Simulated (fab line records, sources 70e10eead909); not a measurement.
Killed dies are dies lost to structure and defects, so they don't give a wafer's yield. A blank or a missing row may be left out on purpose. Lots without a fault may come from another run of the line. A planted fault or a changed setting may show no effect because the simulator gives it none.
fab line records | flow nand_harc
record lots=14 wafers=42 last_day=33
route steps=1302 shown P_M1@298 P_M2@325
lots that met no fault: from a run of the same line without faults
start_h: hours from the record's first day to the start of the lot's first wafer shown | wait_h: hours since the lot's step before | " the same as in the row above | L1.1+2: a row that stands for several wafers | - no value, or no start given | * or withheld: withheld | < > ~ a bound
route shown NAME@n: a module of which the file shows steps, and the number in the route of the first | usual: mean/standard deviation of fault-free wafers | same: alike in all rows | chamber/n: place in a boat | sites: the reading at each site | _std_site: their standard deviation | _edge_site: outer sites' mean less inner sites' | radius_mm: how far each site lies from the wafer's centre | mask NAME#n: copy n | behind: the tool/chamber that last shaped the wafer | hold: why the lot was held/for how many hours/how that ended | device: the transistor (n, p or np) that didn't switch | end of line: the same wafers' tests at the end of the route | a step without rows: its recipe alone | killed: dies lost to structure and defects at the first sort, not the wafer's yield | map: a wafer's dies, x killed, . not, _ none there
set.NAME: the setting as run; set.NAME@STEP: as run at that earlier step | model.NAME: the simulator's own value behind a step, which no gauge read
steps of the route over a sample of lots; a table a step, a row a wafer
services: from which hour (start_h, from the record's first day; less than 0 if before it) a tool's chamber was out of use, for how many hours, and why
## steps
# step NHARC_P_M1_DESCUM_14
# recipe time_s=3 o2_flow_sccm=200 ar_flow_sccm=0 bias_power_w=0 chemistry=O2
# usual drypump_motor_current_A=5.9/0.46 oes_product_au=1.007/0.017 rf_vpp_V=57.6/0.86 showerhead_plenum_p_Torr=1.90/0.073 throttle_valve_pct=11.311/0.0084
# same bias_power_w=0
# columns lot.wafer tool chamber start_h wait_h drypump_motor_current_A oes_product_au rf_hours_counter_h rf_vpp_V showerhead_plenum_p_Torr throttle_valve_pct
L143.2 rie_diel-01 2 138.40 0.1 6.3 1.039 10 58.4 2.00 11.315
L143.1 " 3 " " 6.1 0.998 10 55.9 1.95 11.299
L143.4 " 0 " " 5.8 1.006 9 56.6 1.83 11.290
L144.1 rie_diel-12 0 143.14 0.1 5.7 0.990 2 57.6 1.87 11.318
L144.3 " 2 " " 5.7 0.997 2 57.4 1.89 11.307
L144.5 " 1 " " 5.2 1.028 - 58.5 1.81 11.313
L146.1 rie_diel-12 0 174.80 0.1 5.7 0.994 4 58.5 1.86 11.313
L146.3 " 2 " " 5.7 0.989 4 58.5 1.89 11.306
L146.6 " 3 " " 6.6 0.996 - 57.8 1.91 11.309
L147.4 rie_diel-12 2 175.70 0.1 5.7 0.991 4 57.9 1.89 11.335
L147.3 " 0 " " 5.7 1.003 5 58.1 1.86 11.306
L147.6 " 2 " " 5.7 0.993 - 57.2 1.89 11.325
L148.2 rie_diel-01 1 183.86 0.1 5.7 1.027 13 58.9 2.05 11.303
L148.4 " 0 " " 5.8 1.002 12 57.6 1.83 11.314
L148.5 " 2 " " 6.3 1.015 - 56.9 2.00 11.299
L149.4 rie_diel-12 1 205.58 0.1 5.2 1.039 7 57.1 1.81 11.321
L149.3 " 3 " " 6.6 1.007 7 56.5 1.91 11.306
L149.1 " 0 " " 5.7 0.992 8 58.8 1.86 11.304
L150.2 rie_diel-12 1 210.22 0.1 5.2 1.043 7 56.8 1.81 11.304
L150.1 " 0 " " 5.7 0.981 8 57.9 1.86 11.315
L150.5 " 2 " " 5.7 0.987 - 55.8 1.89 11.312
L151.4 rie_diel-12 3 217.12 0.1 6.6 0.989 8 57.6 1.91 11.310
L151.2 " 1 " " 5.2 1.043 8 57.0 1.81 11.322
L151.5 " 3 " " 6.6 1.001 - 59.6 1.91 11.313
L152.4 rie_diel-12 3 225.31 0.1 6.6 1.001 8 57.7 1.91 11.310
L152.1 " 0 " " 5.7 0.979 8 58.2 1.86 11.325
L152.3 " 1 " " 5.2 1.046 8 57.4 1.81 11.304
L153.4 rie_diel-12 0 237.14 0.1 5.7 0.988 9 57.9 1.86 11.310
L153.6 " 3 " " 6.6 0.994 - 58.2 1.91 11.301
L153.5 " 0 " " 5.7 0.984 - 57.7 1.86 11.296
L154.1 rie_diel-01 0 243.80 0.1 5.9 0.998 3 57.5 1.83 11.312
L154.4 " 2 " " 6.3 0.992 3 58.2 1.99 11.297
L154.2 " 3 " " 6.1 0.999 3 57.2 1.95 11.316
L157.3 rie_diel-01 0 268.29 0.1 5.8 0.982 5 57.1 1.83 11.301
L157.6 " 2 " " 6.3 1.016 - 57.4 1.99 11.315
L157.5 " 3 " " 6.1 1.000 - 58.1 1.95 11.297
L163.1 rie_diel-01 3 331.46 0.1 6.1 0.998 11 58.2 1.95 11.293
L163.3 " 1 " " 5.7 1.010 11 57.6 2.05 11.325
L163.5 " 2 " " 6.3 1.003 - 58.3 1.99 11.316
L164.1 rie_diel-12 2 348.51 0.1 5.7 1.004 3 57.7 1.88 11.304
L164.2 " 3 " " 6.6 1.033 3 57.4 1.90 11.298
L164.5 " 3 " " 6.6 1.034 - 58.2 1.90 11.306
# step NHARC_P_M1_ETCH_35
# recipe target_depth_a=400 overetch_a=120 time_s=43.94 ion_energy_ev=200 n2_flow_sccm=150 h2_flow_sccm=150 ar_flow_sccm=0 rf_w=400 bias_w=150 chemistry=N2/H2
# usual drypump_motor_current_A=5.8/0.46 oes_product_au=1.005/0.017 rf_vpp_V=430.0/2.5 showerhead_plenum_p_Torr=2.02/0.081 throttle_valve_pct=14.170/0.0086
# columns lot.wafer tool chamber start_h wait_h drypump_motor_current_A oes_product_au rf_hours_counter_h rf_vpp_V showerhead_plenum_p_Torr throttle_valve_pct
L143.4 rie_diel-01 0 138.47 0.1 5.9 1.006 9 428.6 1.95 14.162
L143.2 " 2 " " 6.3 1.027 10 433.0 2.13 14.166
L143.1 " 3 " " 6.1 0.984 10 430.9 2.08 14.185
L144.1 rie_diel-12 2 143.23 0.1 5.7 0.994 2 428.2 2.01 14.158
L144.3 " 3 " " 6.6 0.995 3 429.9 2.03 14.159
L144.5 " 2 " " 5.7 0.997 - 430.7 2.01 14.173
L146.3 rie_diel-12 3 174.89 0.1 6.6 0.994 5 431.0 2.03 14.168
L146.1 " 0 " " 5.7 0.992 4 429.2 1.99 14.156
L146.6 " 1 " " 5.2 1.032 - 427.1 1.92 14.159
L147.4 rie_diel-12 2 175.77 0.1 5.7 0.984 4 431.0 2.01 14.171
L147.3 " 3 " " 6.6 0.996 5 429.2 2.03 14.155
L147.6 " 3 " " 6.6 0.987 - 429.4 2.03 14.179
L148.2 rie_diel-01 2 183.94 0.1 6.3 1.010 14 433.2 2.13 14.171
L148.4 " 1 " " 5.7 1.028 13 435.8 2.19 14.180
L148.5 " 2 " " 6.3 1.028 - 434.1 2.13 14.175
L149.3 rie_diel-12 3 205.68 0.1 6.6 0.990 7 430.7 2.03 14.174
L149.4 " 0 " " 5.7 0.975 8 428.9 1.99 14.165
L149.1 " 1 " " 5.2 1.037 7 426.8 1.92 14.169
L150.1 rie_diel-12 3 210.30 0.1 6.6 0.996 7 432.8 2.03 14.176
L150.2 " 1 " " 5.2 1.038 7 428.8 1.92 14.168
L150.5 " 0 " " 5.7 0.978 - 428.7 1.99 14.186
L151.4 rie_diel-12 0 217.20 0.1 5.7 0.980 8 429.1 1.98 14.164
L151.2 " 2 " " 5.7 0.989 6 429.9 2.01 14.177
L151.5 " 1 " " 5.2 1.041 - 427.3 1.92 14.168
L152.3 rie_diel-12 3 225.39 0.1 6.6 1.009 8 431.2 2.03 14.160
L152.4 " 0 " " 5.7 0.975 8 428.6 1.98 14.168
L152.1 " 1 " " 5.2 1.031 8 427.9 1.92 14.169
L153.4 rie_diel-12 0 237.23 0.1 5.7 0.982 9 429.4 1.98 14.177
L153.5 " 1 " " 5.2 1.036 - 427.6 1.92 14.168
L153.6 " 2 " " 5.7 0.986 - 429.6 2.01 14.174
L154.2 rie_diel-01 1 243.89 0.1 5.7 1.018 3 435.2 2.19 14.170
L154.1 " 2 " " 6.3 1.008 3 432.8 2.13 14.181
L154.4 " 3 " " 6.1 0.998 3 431.4 2.08 14.182
L157.3 rie_diel-01 1 268.36 0.1 5.7 1.009 5 433.8 2.19 14.169
L157.5 " 1 " " 5.7 1.017 - 434.1 2.19 14.165
L157.6 " 2 " " 6.3 1.002 - 432.9 2.13 14.169
L163.3 rie_diel-01 2 331.54 0.1 6.3 1.008 9 433.6 2.13 14.176
L163.1 " 3 " " 6.1 1.006 11 431.0 2.08 14.174
L163.5 " 2 " " 6.3 1.011 - 431.7 2.13 14.169
L164.2 rie_diel-12 3 348.60 0.1 6.6 1.039 3 430.2 2.03 14.153
L164.1 " 0 " " 5.7 1.004 4 427.8 1.98 14.179
L164.5 " 1 " " 5.2 1.021 - 426.5 1.92 14.165
# step NHARC_P_M2_EXPOSE_06
# recipe na=1.35 target_cd_nm=170 dose_mj=80.78 mask_id=P_M2
# usual exposure_dose_mJ_cm2=80.79/0.079
# columns lot.wafer tool chamber start_h wait_h mask exposure_dose_mJ_cm2
L143.1 arfi_scanner-03 0 142.23 - P_M2#0 80.75
L143.2 " 0 " " P_M2#0 80.76
L143.4 " 0 " " P_M2#0 80.79
L144.1 arfi_scanner-03 0 147.02 - P_M2#0 80.65
L144.3 " 0 " " P_M2#0 80.68
L144.5 " 0 " " P_M2#0 80.71
L146.1 arfi_scanner-03 0 178.62 - P_M2#0 80.77
L146.3 " 0 " " P_M2#0 80.55
L146.6 " 0 " " P_M2#0 80.67
L147.3 arfi_scanner-03 0 179.43 - P_M2#0 80.93
L147.4 " 0 " " P_M2#0 80.85
L147.6 " 0 " " P_M2#0 80.81
L148.2 arfi_scanner-02 0 187.71 - P_M2#0 80.76
L148.4 " 0 " " P_M2#0 80.72
L148.5 " 0 " " P_M2#0 80.89
L149.1 arfi_scanner-03 0 209.40 - P_M2#0 80.95
L149.3 " 0 " " P_M2#0 80.93
L149.4 " 0 " " P_M2#0 80.87
L150.1 arfi_scanner-02 0 214.04 - P_M2#0 80.82
L150.2 " 0 " " P_M2#0 80.78
L150.5 " 0 " " P_M2#0 80.84
L151.2 arfi_scanner-01 0 220.96 - P_M2#0 80.78
L151.4 " 0 " " P_M2#0 80.73
L151.5 " 0 " " P_M2#0 80.73
L152.1 arfi_scanner-02 0 229.27 - P_M2#0 80.68
L152.3 " 0 " " P_M2#0 80.78
L152.4 " 0 " " P_M2#0 80.88
L153.4 arfi_scanner-02 0 240.82 - P_M2#0 125.06
L153.5 " 0 " " P_M2#0 125.14
L153.6 " 0 " " P_M2#0 125.15
L154.1 arfi_scanner-01 0 247.63 - P_M2#0 80.83
L154.2 " 0 " " P_M2#0 80.72
L154.4 " 0 " " P_M2#0 80.76
L157.3 arfi_scanner-02 0 272.14 - P_M2#0 117.10
L157.5 " 0 " " P_M2#0 117.04
L157.6 " 0 " " P_M2#0 117.05
L163.1 arfi_scanner-01 0 335.28 - P_M2#0 80.69
L163.3 " 0 " " P_M2#0 80.80
L163.5 " 0 " " P_M2#0 80.73
L164.1 arfi_scanner-03 0 352.33 - P_M2#0 80.67
L164.2 " 0 " " P_M2#0 80.70
L164.5 " 0 " " P_M2#0 80.70
# step NHARC_P_M2_CD_MEAS_09
# recipe target_cd_nm=170 landing_energy_ev=500
# usual cd_nm=170.0/0.75
# columns lot.wafer tool chamber start_h wait_h cd_nm
L143.1 cd_sem-03 0 142.37 - 170.1
L143.2 " 0 " " 169.5
L143.4 " 0 " " 169.7
L144.1 cd_sem-03 0 147.16 - 170.4
L144.3 " 0 " " 170.7
L144.5 " 0 " " 170.3
L146.1 cd_sem-02 0 178.76 - 169.9
L146.3 " 0 " " 170.5
L146.6 " 0 " " 170.8
L147.3 cd_sem-03 0 179.57 - 169.6
L147.4 " 0 " " 169.8
L147.6 " 0 " " 170.4
L148.2 cd_sem-03 0 187.85 - 171.0
L148.4 " 0 " " 169.6
L148.5 " 0 " " 171.2
L149.1 cd_sem-01 0 209.54 - 170.8
L149.3 " 0 " " 170.7
L149.4 " 0 " " 169.6
L150.1 cd_sem-02 0 214.18 - 171.6
L150.2 " 0 " " 171.8
L150.5 " 0 " " 171.1
L151.2 cd_sem-01 0 221.09 - 168.8
L151.4 " 0 " " 170.1
L151.5 " 0 " " 169.5
L152.1 cd_sem-03 0 229.41 - 169.8
L152.3 " 0 " " 169.8
L152.4 " 0 " " 169.1
L153.4 cd_sem-01 0 240.96 - 194.7
L153.5 " 0 " " 195.6
L153.6 " 0 " " 195.3
L154.1 cd_sem-03 0 247.77 - 169.9
L154.2 " 0 " " 169.2
L154.4 " 0 " " 169.5
L157.3 cd_sem-01 0 272.28 - 191.1
L157.5 " 0 " " 192.4
L157.6 " 0 " " 191.7
L163.1 cd_sem-03 0 335.42 - 169.9
L163.3 " 0 " " 170.8
L163.5 " 0 " " 169.7
L164.1 cd_sem-03 0 352.48 - 169.4
L164.2 " 0 " " 169.2
L164.5 " 0 " " 169.7
# step NHARC_P_M2_ETCH_15
# recipe target_depth_a=1825 time_s=91.2 c4f8_flow_sccm=withheld ar_flow_sccm=400 rf_w=600 bias_w=300 chemistry=C4F8/Ar
# usual oes_product_au=0.937/0.025 rf_vpp_V=440.6/1.9
# columns lot.wafer tool chamber start_h wait_h oes_product_au rf_hours_counter_h rf_vpp_V
L143.2 rie_diel-05 1 - - 0.922 4.7 444.1
L143.4 " 2 " " 0.918 4.5 442.9
L143.1 " 3 " " 0.940 4.3 439.2
L144.3 rie_diel-05 0 - - 0.929 4.7 438.3
L144.1 " 3 " " 0.937 4.4 439.9
L144.5 " 1 " " 0.926 - 443.6
L146.1 rie_diel-02 1 - - 0.940 5.6 442.0
L146.3 " 2 " " 0.973 5.4 439.9
L146.6 " 1 " " 0.953 - 440.5
L147.4 rie_diel-10 0 - - 0.947 5.3 439.5
L147.3 " 1 " " 0.926 5.6 438.2
L147.6 " 1 " " 0.927 - 438.1
L148.4 rie_diel-10 2 - - 0.920 7.3 438.1
L148.2 " 3 " " 0.911 7.0 439.7
L148.5 " 2 " " 0.915 - 438.7
L149.3 rie_diel-02 2 - - 0.931 7.2 440.8
L149.4 " 3 " " 0.912 7.6 440.2
L149.1 " 1 " " 0.918 7.4 442.7
L150.1 rie_diel-05 1 - - 0.929 8.2 442.6
L150.2 " 0 " " 0.926 8.2 438.4
L150.5 " 2 " " 0.908 - 442.8
L151.4 rie_diel-05 1 - - 0.940 8.3 443.5
L151.2 " 2 " " 0.905 7.9 442.6
L151.5 " 3 " " 0.938 - 439.7
L152.4 rie_diel-02 1 229.83 - 0.970 0.3 443.4
L152.3 " 2 " " 0.995 0.4 440.6
L152.1 " 0 " " 0.998 0.2 440.1
L153.4 rie_diel-05 3 - - 0.974 0.1 439.0
L153.6 " 3 " " 0.974 - 442.2
L153.5 " 0 " " 0.996 - 437.9
L154.1 rie_diel-02 0 - - 0.995 1.0 440.7
L154.4 " 1 " " 0.946 1.1 442.0
L154.2 " 2 " " 0.956 1.5 440.9
L157.3 rie_diel-10 2 - - 0.933 1.7 438.0
L157.5 " 2 " " 0.926 - 438.4
L157.6 " 3 " " 0.900 - 437.9
L163.3 rie_diel-02 1 - - 0.933 5.3 442.5
L163.1 " 2 " " 0.961 5.9 440.9
L163.5 " 0 " " 0.975 - 438.8
L164.2 rie_diel-05 1 - - 0.923 5.9 443.7
L164.1 " 2 " " 0.921 6.5 443.5
L164.5 " 0 " " 0.939 - 437.9
## services
# columns tool chamber start_h hours kind
rie_diel-12 1 123.92 2.9 repair
rie_diel-10 - 129.16 3.4 repair
arfi_scanner-01 - 132.99 20.4 repair
arfi_scanner-02 - 140.00 4.0 pm
rie_diel-12 2 146.56 9.0 repair
rie_diel-10 1 172.55 2.6 repair
rie_diel-10 3 180.49 2.1 repair
arfi_scanner-01 - 183.87 4.2 repair
rie_diel-10 0 184.58 1.4 repair
rie_diel-05 - 190.68 2.6 repair
arfi_scanner-03 - 196.00 4.0 pm
rie_diel-01 - 203.80 9.0 pm
rie_diel-02 - 216.70 9.0 pm
rie_diel-05 - 229.65 9.0 pm
rie_diel-12 - 243.82 0.8 repair
arfi_scanner-03 - 244.73 1.3 repair
rie_diel-05 1 254.30 11.8 repair
rie_diel-02 3 254.78 8.2 repair
rie_diel-12 - 268.43 9.0 pm
rie_diel-01 2 289.87 30.9 repair
rie_diel-12 2 293.71 12.6 repair
rie_diel-02 3 294.24 3.5 repair
arfi_scanner-02 - 312.00 4.0 pm
arfi_scanner-03 - 312.58 1.9 repair
## key
first_sign step=NHARC_P_M2_EXPOSE_06 reading=exposure_dose_mJ_cm2 direction=up sigmas=99+ usual=80.79 struck=121.09
effect step=NHARC_P_M2_CD_MEAS_09 reading=cd_nm direction=up sigmas=31 usual=170.0 struck=193.4 through=control_loop
met_at NHARC_P_M2_EXPOSE_06
struck_lots L153,L157
sort_left_out L153.4,L153.5,L153.6,L157.3,L157.5,L157.6
loop_trim step=NHARC_P_M2_EXPOSE_06 setting=dose lots=L157
not_acting_at NHARC_P_M1_DESCUM_14,NHARC_P_M1_ETCH_35,NHARC_P_M2_ETCH_15
onset_between 229.27 240.82
fault kind=process_parameter_drift tool=arfi_scanner-02 chamber=- onset_h=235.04 steps=NHARC_P_M2_EXPOSE_06 channel=dose_mj offset=44.3 shape=step acts_in=these_recipes_only stated=80.78
# sort_left_out: the simulated sort isn't trusted on such a fault, so these wafers' sort isn't shown, and their yield isn't known
# loop_trim: a control loop set the setting to another value than it would have without faults
